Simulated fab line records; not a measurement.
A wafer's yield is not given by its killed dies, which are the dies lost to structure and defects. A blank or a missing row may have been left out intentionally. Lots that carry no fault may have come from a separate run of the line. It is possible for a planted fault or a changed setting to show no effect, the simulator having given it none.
Chamber matching	flow nand_harc	NHARC_A_STAIRCASE_ETCH_271 on rie_diel-13: 4 sister chambers
The step etches the open film in CF4/CHF3. 18 wafers are shown with their chamber, then 9 later ones without.

WAFERS PAIRED WITH THEIR CHAMBERS
wafer	chamber	showerhead_plenum_p_Torr (Torr)	rf_vpp_V (V)	oes_product_au (a.u.)
L074.1	0	1.63	370.7	0.951
L074.3	3	1.59	371.0	0.965
L074.6	2	1.52	369.8	0.952
L076.1	2	1.52	369.7	0.950
L076.4	0	1.62	372.7	0.923
L076.5	1	1.62	370.9	0.953
L078.2	3	1.58	371.6	0.934
L078.3	0	1.62	371.3	0.920
L078.5	2	1.52	369.4	0.935
L081.2	1	1.61	370.3	0.956
L081.4	0	1.62	371.8	0.966
L081.6	2	1.52	368.2	0.973
L086.2	3	1.58	369.9	0.979
L086.3	0	1.62	372.8	0.971
L086.6	1	1.61	372.0	0.986
L089.1	3	1.57	370.6	0.980
L089.4	2	1.51	369.0	0.960
L089.6	3	1.57	370.2	0.980

SIGNATURES, as means of the wafers listed above
reading	chamber 0	chamber 1	chamber 2	chamber 3	scatter within a chamber
showerhead_plenum_p_Torr	1.6220	1.6133	1.5180	1.5780	0.00602
rf_vpp_V	371.860	371.067	369.220	370.660	0.766
oes_product_au	0.94620	0.96500	0.95400	0.96760	0.0194
Rule: a wafer's distance from a chamber is the root of the sum, over the readings, of the square of ((its reading less the chamber's mean) divided by the reading's scatter). The wafer belongs to the nearest chamber; if the next one is less than 2 further off, it can't be placed. How the scatter is found: for the shown wafers, subtract from each reading the mean of its chamber, square and add these, divide the total by (wafers less chambers), then take the root.

WAFERS WITHOUT THEIR CHAMBER
wafer	showerhead_plenum_p_Torr (Torr)	rf_vpp_V (V)	oes_product_au (a.u.)
L091.2	1.61	372.0	0.948
L091.3	1.57	370.7	0.953
L091.6	1.61	372.5	0.944
L094.1	1.61	371.6	0.935
L094.2	1.51	367.0	0.936
L094.4	1.60	373.5	0.931
L097.2	1.61	371.6	0.980
L097.4	1.57	370.2	0.971
L097.5	1.50	368.0	0.966

CHAMBER TAKEN BY EACH
wafer	from the rows above	in truth
L091.2	can't be placed: 1 or 0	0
L091.3	3	3
L091.6	can't be placed: 0 or 1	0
L094.1	can't be placed: 1 or 0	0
L094.2	2	2
L094.4	can't be placed: 1 or 0 or 3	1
L097.2	can't be placed: 1 or 0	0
L097.4	3	3
L097.5	2	2
Placed correctly: 4 of 9. Unplaceable from these rows: 5, with the true chamber sitting among the candidates in 5. 0 placed wrongly.
